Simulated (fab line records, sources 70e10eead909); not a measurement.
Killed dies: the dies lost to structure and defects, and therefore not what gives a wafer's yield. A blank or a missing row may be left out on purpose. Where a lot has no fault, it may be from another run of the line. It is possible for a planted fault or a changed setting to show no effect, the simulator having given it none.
fab line records -- flow nand-harc
[record] lots = 6, wafers = 18, last-day = 31
route steps=1302 shown A_ONON_D1@432 END@1302
lots untouched by any fault: they come from a run of this same line in which no faults occurred
start-h: hours from the record's first day to the start of the lot's first wafer shown -- wait-h: hours since the lot's step before -- " the same as in the row above -- L1.1+2: a row that stands for several wafers -- - no value, or no start given -- * or withheld: withheld -- < > ~ a bound
route shown NAME@n: names a module that has steps shown in the file, with the first one's number in the route -- usual: average and standard deviation across the fault-free wafers -- same: alike in all rows -- chamber/n: place in a boat -- sites: the reading at each site -- _std_site: standard deviation across them -- _edge_site: the outer-site mean with the inner-site mean subtracted -- radius-mm: how far each site lies from the wafer's centre -- mask NAME#n: copy n -- behind: tool/chamber where the wafer was last shaped -- hold: cause of the lot's hold/its duration in hours/its outcome -- device: whichever transistor did not switch (one of n, p or np) -- end of line: at the end of the route, the tests of the same wafers -- a step given without rows: its recipe and nothing more -- killed: count of dies lost to structure and defects at first sort (not the wafer's yield) -- map: shows each die of a wafer: x if killed, . if not, _ if none is there
set.NAME: the setting the step ran with; set.NAME@STEP: the setting that earlier step ran with -- model.NAME: the simulator's own value behind a step, which no gauge read
lots at some steps of the route; a table a step, a row a wafer
services: a tool's chamber out of use, with start hour (start-h, from the record's first day; less than 0 if before it), hours out, and reason
[[steps]]
[step NHARC_A_ONON_D1_DEP_12]
[recipe] target-thk-a = 10000, n2-flow-sccm = 2750, n2o-flow-sccm = 2000, nh3-flow-sccm = 500, sih4-flow-sccm = 210, temp-c = 400
[step NHARC_A_ONON_D1_THK_MEAS_14]
[recipe] thk-meas-gauge = ellipsometry
[usual] thk-nm = 999/9.7
lot.wafer,tool,chamber,start-h,wait-h,thk-nm
L985.1,film-metro-01,-,190.16,-,991
L985.4,film-metro-01,-,190.16,-,988
L985.6,film-metro-01,-,190.16,-,991
L993.1,film-metro-02,-,263.59,-,1009
L993.2,film-metro-02,-,263.59,-,1011
L993.4,film-metro-02,-,263.59,-,1010
L994.2,film-metro-02,-,281.55,-,1002
L994.3,film-metro-02,-,281.55,-,1001
L994.4,film-metro-02,-,281.55,-,1001
L997.1,film-metro-01,-,308.21,-,1009
L997.2,film-metro-01,-,308.21,-,1009
L997.3,film-metro-01,-,308.21,-,1009
L102.2,film-metro-01,-,355.06,-,1010
L102.4,film-metro-01,-,355.06,-,1009
L102.5,film-metro-01,-,355.06,-,1007
L103.1,film-metro-02,-,359.67,-,987
L103.3,film-metro-02,-,359.67,-,987
L103.5,film-metro-02,-,359.67,-,989
[step NHARC_A_ONON_D1_ANNEAL_15]
[recipe] temp-c = 750, time-s = 3600
[step NHARC_A_ONON_D1_DEP_16]
[recipe] target-thk-a = 10000, n2-flow-sccm = 2750, n2o-flow-sccm = 2000, nh3-flow-sccm = 500, sih4-flow-sccm = 210, temp-c = 400
[step NHARC_A_ONON_D1_THK_MEAS_18]
[recipe] thk-meas-gauge = ellipsometry
[usual] thk-nm = 1001/10
lot.wafer,tool,chamber,start-h,wait-h,thk-nm
L985.1,film-metro-01,-,197.92,-,1021
L985.4,film-metro-01,-,197.92,-,1022
L985.6,film-metro-01,-,197.92,-,1021
L993.1,film-metro-02,-,271.61,-,999
L993.2,film-metro-02,-,271.61,-,1001
L993.4,film-metro-02,-,271.61,-,997
L994.2,film-metro-01,-,289.33,-,1017
L994.3,film-metro-01,-,289.33,-,1015
L994.4,film-metro-01,-,289.33,-,1017
L997.1,film-metro-01,-,316.25,-,1005
L997.2,film-metro-01,-,316.25,-,1007
L997.3,film-metro-01,-,316.25,-,1007
L102.2,film-metro-01,-,363.76,-,999
L102.4,film-metro-01,-,363.76,-,999
L102.5,film-metro-01,-,363.76,-,1001
L103.1,film-metro-02,-,371.63,-,983
L103.3,film-metro-02,-,371.63,-,985
L103.5,film-metro-02,-,371.63,-,983
[step NHARC_A_ONON_D1_DEP_19]
[recipe] target-thk-a = 10000, n2-flow-sccm = 2750, n2o-flow-sccm = 2000, nh3-flow-sccm = 500, sih4-flow-sccm = 210, temp-c = 400
[step NHARC_A_ONON_D1_THK_MEAS_21]
[recipe] thk-meas-gauge = ellipsometry
[usual] thk-nm = 1001/10
lot.wafer,tool,chamber,start-h,wait-h,thk-nm
L985.1,film-metro-02,-,198.49,-,994
L985.4,film-metro-02,-,198.49,-,993
L985.6,film-metro-02,-,198.49,-,994
L993.1,film-metro-01,-,272.18,-,1007
L993.2,film-metro-01,-,272.18,-,1005
L993.4,film-metro-01,-,272.18,-,1005
L994.2,film-metro-02,-,289.90,-,1016
L994.3,film-metro-02,-,289.90,-,1018
L994.4,film-metro-02,-,289.90,-,1019
L997.1,film-metro-02,-,316.84,-,986
L997.2,film-metro-02,-,316.84,-,985
L997.3,film-metro-02,-,316.84,-,987
L102.2,film-metro-01,-,364.32,-,995
L102.4,film-metro-01,-,364.32,-,996
L102.5,film-metro-01,-,364.32,-,998
L103.1,film-metro-02,-,372.19,-,1009
L103.3,film-metro-02,-,372.19,-,1008
L103.5,film-metro-02,-,372.19,-,1009
[step NHARC_A_ONON_D1_DEP_22]
[recipe] target-thk-a = 10000, n2-flow-sccm = 2750, n2o-flow-sccm = 2000, nh3-flow-sccm = 500, sih4-flow-sccm = 210, temp-c = 400
[step NHARC_A_ONON_D1_THK_MEAS_24]
[recipe] thk-meas-gauge = ellipsometry
[usual] thk-nm = 994/11
lot.wafer,tool,chamber,start-h,wait-h,thk-nm
L985.1,film-metro-02,-,199.05,-,991
L985.4,film-metro-02,-,199.05,-,992
L985.6,film-metro-02,-,199.05,-,993
L993.1,film-metro-02,-,272.74,-,985
L993.2,film-metro-02,-,272.74,-,987
L993.4,film-metro-02,-,272.74,-,986
L994.2,film-metro-02,-,290.47,-,988
L994.3,film-metro-02,-,290.47,-,989
L994.4,film-metro-02,-,290.47,-,988
L997.1,film-metro-02,-,317.41,-,994
L997.2,film-metro-02,-,317.41,-,995
L997.3,film-metro-02,-,317.41,-,995
L102.2,film-metro-01,-,364.89,-,1009
L102.4,film-metro-01,-,364.89,-,1008
L102.5,film-metro-01,-,364.89,-,1008
L103.1,film-metro-01,-,372.76,-,999
L103.3,film-metro-01,-,372.76,-,1000
L103.5,film-metro-01,-,372.76,-,999
[step NHARC_A_ONON_D1_DEP_25]
[recipe] target-thk-a = 10000, n2-flow-sccm = 2750, n2o-flow-sccm = 2000, nh3-flow-sccm = 500, sih4-flow-sccm = 210, temp-c = 400
[step NHARC_A_ONON_D1_THK_MEAS_27]
[recipe] thk-meas-gauge = ellipsometry
[usual] thk-nm = 1000/9.4
lot.wafer,tool,chamber,start-h,wait-h,thk-nm
L985.1,film-metro-01,-,199.62,-,1006
L985.4,film-metro-01,-,199.62,-,1009
L985.6,film-metro-01,-,199.62,-,1007
L993.1,film-metro-02,-,273.31,-,1009
L993.2,film-metro-02,-,273.31,-,1008
L993.4,film-metro-02,-,273.31,-,1009
L994.2,film-metro-01,-,291.04,-,988
L994.3,film-metro-01,-,291.04,-,985
L994.4,film-metro-01,-,291.04,-,986
L997.1,film-metro-02,-,317.98,-,1019
L997.2,film-metro-02,-,317.98,-,1018
L997.3,film-metro-02,-,317.98,-,1019
L102.2,film-metro-02,-,365.46,-,1007
L102.4,film-metro-02,-,365.46,-,1008
L102.5,film-metro-02,-,365.46,-,1007
L103.1,film-metro-02,-,373.32,-,1006
L103.3,film-metro-02,-,373.32,-,1005
L103.5,film-metro-02,-,373.32,-,1009
[step NHARC_A_ONON_D1_DEP_28]
[recipe] target-thk-a = 10000, n2-flow-sccm = 2750, n2o-flow-sccm = 2000, nh3-flow-sccm = 500, sih4-flow-sccm = 210, temp-c = 400
lot.wafer,tool,chamber,start-h,wait-h
L985.1+4+6,pecvd-onon-03,0,199.67,0.1
L993.1+2+4,pecvd-onon-04,0,273.37,0.1
L994.2+3+4,pecvd-onon-04,0,291.15,0.1
L997.1+2+3,pecvd-onon-01,0,318.17,0.2
L102.2+4+5,pecvd-onon-01,0,365.58,0.1
L103.1+3+5,pecvd-onon-04,0,373.38,0.1
[step NHARC_A_ONON_D1_THK_MEAS_30]
[recipe] thk-meas-gauge = ellipsometry
[usual] thk-nm = 1000/11
lot.wafer,tool,chamber,start-h,wait-h,thk-nm
L985.1,film-metro-01,-,200.18,-,989
L985.4,film-metro-01,-,200.18,-,986
L985.6,film-metro-01,-,200.18,-,987
L993.1,film-metro-02,-,273.88,-,1515
L993.2,film-metro-02,-,273.88,-,993
L993.4,film-metro-02,-,273.88,-,1518
L994.2,film-metro-01,-,291.60,-,1012
L994.3,film-metro-01,-,291.60,-,1537
L994.4,film-metro-01,-,291.60,-,1537
L997.1,film-metro-01,-,318.68,-,995
L997.2,film-metro-01,-,318.68,-,996
L997.3,film-metro-01,-,318.68,-,997
L102.2,film-metro-02,-,366.05,-,1000
L102.4,film-metro-02,-,366.05,-,1001
L102.5,film-metro-02,-,366.05,-,1001
L103.1,film-metro-02,-,373.89,-,981
L103.3,film-metro-02,-,373.89,-,981
L103.5,film-metro-02,-,373.89,-,982
[step NHARC_A_ONON_D1_DEP_33]
[recipe] target-thk-a = 2000, temp-c = 400, pressure-torr = 6.5, rf-w = 900, teos-flow-sccm = 161.4, flow-sccm = 2650, target-thk-nm = 200, gas = O2, material = SiO2
[usual] heater-power-w = 585/120, rf-fwd-power-W = 898.1/3, throttle-valve-pct = 15.9/0.43
lot.wafer,tool,chamber,start-h,wait-h,heater-power-w,rf-fwd-power-W,throttle-valve-pct
L985.1,pecvd-01,1,200.24,0.1,796,892.4,15.6
L985.6,pecvd-01,1,200.24,0.1,802,900.9,16.0
L985.4,pecvd-01,0,200.24,0.1,680,896.0,15.6
L993.1,pecvd-02,2,273.94,0.1,552,902.6,15.3
L993.2,pecvd-02,0,273.94,0.1,648,897.5,16.3
L993.4,pecvd-02,0,273.94,0.1,636,900.3,16.1
L994.3,pecvd-02,1,291.66,0.1,505,899.5,15.5
L994.2,pecvd-02,0,291.66,0.1,614,903.5,16.3
L994.4,pecvd-02,2,291.66,0.1,573,896.7,15.1
L997.2,pecvd-02,2,318.89,0.2,643,895.6,15.4
L997.3,pecvd-02,0,318.89,0.2,741,897.3,16.4
L997.1,pecvd-02,1,318.89,0.2,473,899.2,15.6
L102.2,pecvd-01,1,366.20,0.1,775,893.6,15.3
L102.5,pecvd-01,2,366.20,0.1,633,904.2,15.7
L102.4,pecvd-01,1,366.20,0.1,739,893.1,15.5
L103.3,pecvd-01,1,373.99,0.1,756,895.5,15.5
L103.1,pecvd-01,2,373.99,0.1,655,901.4,15.7
L103.5,pecvd-01,2,373.99,0.1,499,895.7,15.6
[step NHARC_END_SORT_01]
[recipe] temp-c = 25
[usual] killed-at-array = 54/17, killed-at-other = 0.7/1, killed-at-periphery = 3.7/2.9, killed-dies = 58/16, killed-open = 3.2/1.9, killed-short = 2.2/1.5
[same] gross-dies = 677
lot.wafer,tool,chamber,start-h,wait-h,killed-at-array,killed-at-other,killed-at-periphery,killed-dies,killed-open,killed-short
L985.1,prober-01,0,587.97,2.5,47,1,2,50,4,2
L985.4,prober-01,0,590.34,3.4,53,1,1,55,4,0
L985.6,prober-01,0,591.92,4.0,47,1,3,51,2,1
L993.1,prober-02,0,653.34,2.5,671,0,6,677,5,1
L993.2,prober-02,0,654.13,2.8,73,2,0,75,4,1
L993.4,prober-02,0,655.71,3.4,669,3,5,677,4,2
L994.2,prober-01,0,672.01,2.8,58,0,2,60,3,2
L994.3,prober-01,0,672.81,3.1,675,1,1,677,2,1
L994.4,prober-01,0,673.60,3.4,675,1,1,677,1,0
L997.1,prober-01,0,706.24,2.5,48,0,2,50,1,0
L997.2,prober-01,0,707.02,2.8,42,0,6,48,3,5
L997.3,prober-01,0,707.81,3.0,34,0,7,41,3,0
L103.1,prober-01,0,750.59,2.5,26,2,5,33,4,2
L103.3,prober-01,0,752.15,3.1,38,0,5,43,2,2
L103.5,prober-01,0,753.71,3.6,30,0,3,33,0,7
// killed by level:class
L985.1 A_CHANNEL_HOLE_D1:chamber-film-flake=28 A_CHANNEL_HOLE_D2:chamber-film-flake=8 A_CONTACT:chamber-film-flake=3 P_CONTACT:geometric-particle:open=1 P_M0:geometric-particle:short=1 A_CHANNEL_FILL_D1:geometric-particle:short=1 A_CHANNEL_FILL_D1:geometric-particle:open=1 A_SLIT:geometric-particle:open=1
L985.4 A_CHANNEL_HOLE_D1:chamber-film-flake=37 A_CHANNEL_HOLE_D2:chamber-film-flake=4 A_CONTACT:chamber-film-flake=3 A_M1:chamber-film-flake=3 A_CHANNEL_HOLE_D2:geometric-particle:open=2 A_DECK1_JOINT:geometric-particle:open=1 A_CHANNEL_FILL_D2:geometric-particle:open=1 P_STI:chamber-film-flake=1
L985.6 A_CHANNEL_HOLE_D1:chamber-film-flake=30 A_CONTACT:chamber-film-flake=7 A_CHANNEL_HOLE_D2:chamber-film-flake=6 P_M0:geometric-particle:open=1 A_DECK1_JOINT:geometric-particle:open=1 A_M1:geometric-particle:short=1 P_STI:chamber-film-flake=1 P_M0:chamber-film-flake=1
L993.1 A_ONON_D1:area-dep=604 A_CHANNEL_HOLE_D1:chamber-film-flake=35 A_CHANNEL_HOLE_D2:chamber-film-flake=11 A_BLC:chamber-film-flake=6 A_STAIRCASE:chamber-film-flake=4 A_CHANNEL_FILL_D2:chamber-film-flake=3 A_CONTACT:chamber-film-flake=3 P_ZERO_WELL:chamber-film-flake=2
L993.2 A_CHANNEL_HOLE_D1:chamber-film-flake=36 A_CHANNEL_HOLE_D2:chamber-film-flake=17 A_CONTACT:chamber-film-flake=4 A_CHANNEL_FILL_D2:chamber-film-flake=3 A_ZERO_WELL:chamber-film-flake=2 A_BLC:chamber-film-flake=2 A_STAIRCASE:chamber-film-flake=2 A_M1:geometric-particle:open=1
L993.4 A_ONON_D1:area-dep=602 A_CHANNEL_HOLE_D1:chamber-film-flake=37 A_CHANNEL_FILL_D2:chamber-film-flake=6 A_CHANNEL_HOLE_D2:chamber-film-flake=6 A_BLC:chamber-film-flake=5 A_CONTACT:chamber-film-flake=4 A_STAIRCASE:chamber-film-flake=3 THIN_TSV:chamber-film-flake=3
L994.2 A_CHANNEL_HOLE_D1:chamber-film-flake=40 A_CONTACT:chamber-film-flake=5 A_SLIT:chamber-film-flake=4 A_WL_FILL:geometric-particle:short=2 A_STAIRCASE:chamber-film-flake=2 A_CHANNEL_HOLE_D2:geometric-particle:open=1 A_WL_FILL:geometric-particle:open=1 A_BLC:geometric-particle:open=1
L994.3 A_ONON_D1:area-dep=638 A_CHANNEL_HOLE_D1:chamber-film-flake=23 A_CHANNEL_FILL_D1:chamber-film-flake=4 A_SLIT:chamber-film-flake=3 A_CHANNEL_FILL_D1:geometric-particle:open=1 A_WL_FILL:geometric-particle:short=1 A_M1:geometric-particle:open=1 P_GATE:chamber-film-flake=1
L994.4 A_ONON_D1:area-dep=621 A_CHANNEL_HOLE_D1:chamber-film-flake=37 A_STAIRCASE:chamber-film-flake=4 A_CONTACT:chamber-film-flake=4 A_SLIT:chamber-film-flake=3 A_ZERO_WELL:chamber-film-flake=3 A_M1:chamber-film-flake=2 A_CONTACT:geometric-particle:open=1
L997.1 A_CHANNEL_HOLE_D2:chamber-film-flake=14 A_CHANNEL_HOLE_D1:chamber-film-flake=12 A_CONTACT:chamber-film-flake=10 A_CHANNEL_FILL_D2:chamber-film-flake=3 A_SLIT:chamber-film-flake=3 A_STAIRCASE:chamber-film-flake=2 P_M0:geometric-particle:open=1 P_ZERO_WELL:chamber-film-flake=1
L997.2 A_CHANNEL_HOLE_D2:chamber-film-flake=17 A_CHANNEL_HOLE_D1:chamber-film-flake=7 P_BONDPAD:chamber-film-flake=4 A_CONTACT:chamber-film-flake=3 A_BLC:geometric-particle:open=2 A_CHANNEL_FILL_D1:chamber-film-flake=2 A_DECK1_JOINT:chamber-film-flake=2 A_BONDPAD:chamber-film-flake=2
L997.3 A_CHANNEL_HOLE_D2:chamber-film-flake=19 A_CHANNEL_HOLE_D1:chamber-film-flake=6 A_SLIT:chamber-film-flake=4 P_BONDPAD:chamber-film-flake=3 P_GATE:geometric-particle:open=1 P_CONTACT:geometric-particle:open=1 A_DECK1_JOINT:geometric-particle:open=1 P_GATE:chamber-film-flake=1
L103.1 A_CHANNEL_HOLE_D1:chamber-film-flake=9 A_SLIT:chamber-film-flake=7 P_STI:chamber-film-flake=2 A_CONTACT:chamber-film-flake=2 THIN_TSV:chamber-film-flake=2 P_GATE:geometric-particle:open=1 P_CONTACT:geometric-particle:short=1 A_CHANNEL_HOLE_D2:geometric-particle:open=1
L103.3 A_CHANNEL_HOLE_D1:chamber-film-flake=20 A_SLIT:chamber-film-flake=6 A_CONTACT:chamber-film-flake=5 P_M1:chamber-film-flake=3 A_WL_FILL:chamber-film-flake=3 P_M0:geometric-particle:open=1 A_DECK1_JOINT:geometric-particle:short=1 P_STI:chamber-film-flake=1
L103.5 A_SLIT:chamber-film-flake=9 A_CHANNEL_HOLE_D1:chamber-film-flake=8 A_CONTACT:chamber-film-flake=4 P_CONTACT:geometric-particle:short=2 A_DECK1_JOINT:geometric-particle:short=2 A_CHANNEL_FILL_D1:geometric-particle:short=1 P_GATE:chamber-film-flake=1 A_CHANNEL_HOLE_D2:geometric-particle:short=1
// map L993.1 (x killed, . not)
____________x____________
_________xxxxxxx_________
_______xxxxxxxxxxx_______
______xxxxxxxxxxxxx______
_____xxxxxxxxxxxxxxx_____
____xxxxxxxxxxxxxxxxx____
____xxxxxxxxxxxxxxxxx____
___xxxxxxxxxxxxxxxxxxx___
___xxxxxxxxxxxxxxxxxxx___
__xxxxxxxxxxxxxxxxxxxxx__
__xxxxxxxxxxxxxxxxxxxxx__
_xxxxxxxxxxxxxxxxxxxxxxx_
_xxxxxxxxxxxxxxxxxxxxxxx_
_xxxxxxxxxxxxxxxxxxxxxxx_
_xxxxxxxxxxxxxxxxxxxxxxx_
_xxxxxxxxxxxxxxxxxxxxxxx_
xxxxxxxxxxxxxxxxxxxxxxxxx
xxxxxxxxxxxxxxxxxxxxxxxxx
xxxxxxxxxxxxxxxxxxxxxxxxx
xxxxxxxxxxxxxxxxxxxxxxxxx
xxxxxxxxxxxxxxxxxxxxxxxxx
_xxxxxxxxxxxxxxxxxxxxxxx_
_xxxxxxxxxxxxxxxxxxxxxxx_
_xxxxxxxxxxxxxxxxxxxxxxx_
_xxxxxxxxxxxxxxxxxxxxxxx_
_xxxxxxxxxxxxxxxxxxxxxxx_
__xxxxxxxxxxxxxxxxxxxxx__
__xxxxxxxxxxxxxxxxxxxxx__
___xxxxxxxxxxxxxxxxxxx___
___xxxxxxxxxxxxxxxxxxx___
____xxxxxxxxxxxxxxxxx____
____xxxxxxxxxxxxxxxxx____
_____xxxxxxxxxxxxxxx_____
______xxxxxxxxxxxxx______
_______xxxxxxxxxxx_______
_________xxxxxxx_________
____________x____________
// map L994.3 (x killed, . not)
____________x____________
_________xxxxxxx_________
_______xxxxxxxxxxx_______
______xxxxxxxxxxxxx______
_____xxxxxxxxxxxxxxx_____
____xxxxxxxxxxxxxxxxx____
____xxxxxxxxxxxxxxxxx____
___xxxxxxxxxxxxxxxxxxx___
___xxxxxxxxxxxxxxxxxxx___
__xxxxxxxxxxxxxxxxxxxxx__
__xxxxxxxxxxxxxxxxxxxxx__
_xxxxxxxxxxxxxxxxxxxxxxx_
_xxxxxxxxxxxxxxxxxxxxxxx_
_xxxxxxxxxxxxxxxxxxxxxxx_
_xxxxxxxxxxxxxxxxxxxxxxx_
_xxxxxxxxxxxxxxxxxxxxxxx_
xxxxxxxxxxxxxxxxxxxxxxxxx
xxxxxxxxxxxxxxxxxxxxxxxxx
xxxxxxxxxxxxxxxxxxxxxxxxx
xxxxxxxxxxxxxxxxxxxxxxxxx
xxxxxxxxxxxxxxxxxxxxxxxxx
_xxxxxxxxxxxxxxxxxxxxxxx_
_xxxxxxxxxxxxxxxxxxxxxxx_
_xxxxxxxxxxxxxxxxxxxxxxx_
_xxxxxxxxxxxxxxxxxxxxxxx_
_xxxxxxxxxxxxxxxxxxxxxxx_
__xxxxxxxxxxxxxxxxxxxxx__
__xxxxxxxxxxxxxxxxxxxxx__
___xxxxxxxxxxxxxxxxxxx___
___xxxxxxxxxxxxxxxxxxx___
____xxxxxxxxxxxxxxxxx____
____xxxxxxxxxxxxxxxxx____
_____xxxxxxxxxxxxxxx_____
______xxxxxxxxxxxxx______
_______xxxxxxxxxxx_______
_________xxxxxxx_________
____________x____________
[[services]]
tool,chamber,start-h,hours,kind
pecvd-01,0,221.30,7.5,repair
pecvd-02,-,227.00,13.0,pm
pecvd-02,0,227.00,13.1,vent-cycle
pecvd-02,1,227.00,13.1,vent-cycle
pecvd-02,2,227.00,13.1,vent-cycle
pecvd-onon-03,-,227.00,13.0,pm
pecvd-onon-01,-,269.10,13.0,pm
pecvd-01,-,311.10,13.0,pm
pecvd-01,0,311.10,13.0,vent-cycle
pecvd-01,1,311.10,13.0,vent-cycle
pecvd-01,2,311.10,13.0,vent-cycle
pecvd-onon-04,-,311.23,13.0,pm
pecvd-01,0,324.10,-,clean
pecvd-01,1,324.10,-,clean
pecvd-01,2,324.10,-,clean
[[key]]
[first-sign] step = NHARC_A_ONON_D1_THK_MEAS_30, reading = thk-nm, direction = up, sigmas = 50, usual = 1000, struck = 1527
[effect] step = NHARC_END_SORT_01, reading = killed-dies, direction = up, sigmas = 38, usual = 58, struck = 677
[more-kills-born-at] NHARC_A_ONON_D1_DEP_28@pecvd-onon-04 = 2465
met-at NHARC_A_ONON_D1_DEP_28
struck-wafers L993.1,L993.4,L994.3,L994.4
later-rows-left-out L993.1,L993.4,L994.3,L994.4
tester-left-out L993,L994
[fault] kind = process-parameter-drift, tool = pecvd-onon-04, chamber = -, onset-h = 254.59, steps = NHARC_A_ONON_D1_DEP_28, channel = target-thk-a, offset = *, shape = step, end-h = 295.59, scope = struck-wafers-only, acts-in = *, stated = *
// tester-left-out: of these lots the tester's yield and bins aren't shown, on N5 and GAA mostly nor the transistor test; their killed dies are dies lost to structure and defects alone, not to doping, threshold or leakage, so they don't give the yield
// later-rows-left-out: the simulator's readings of these wafers behind a module that went badly wrong aren't trusted and aren't shown, but for the sort
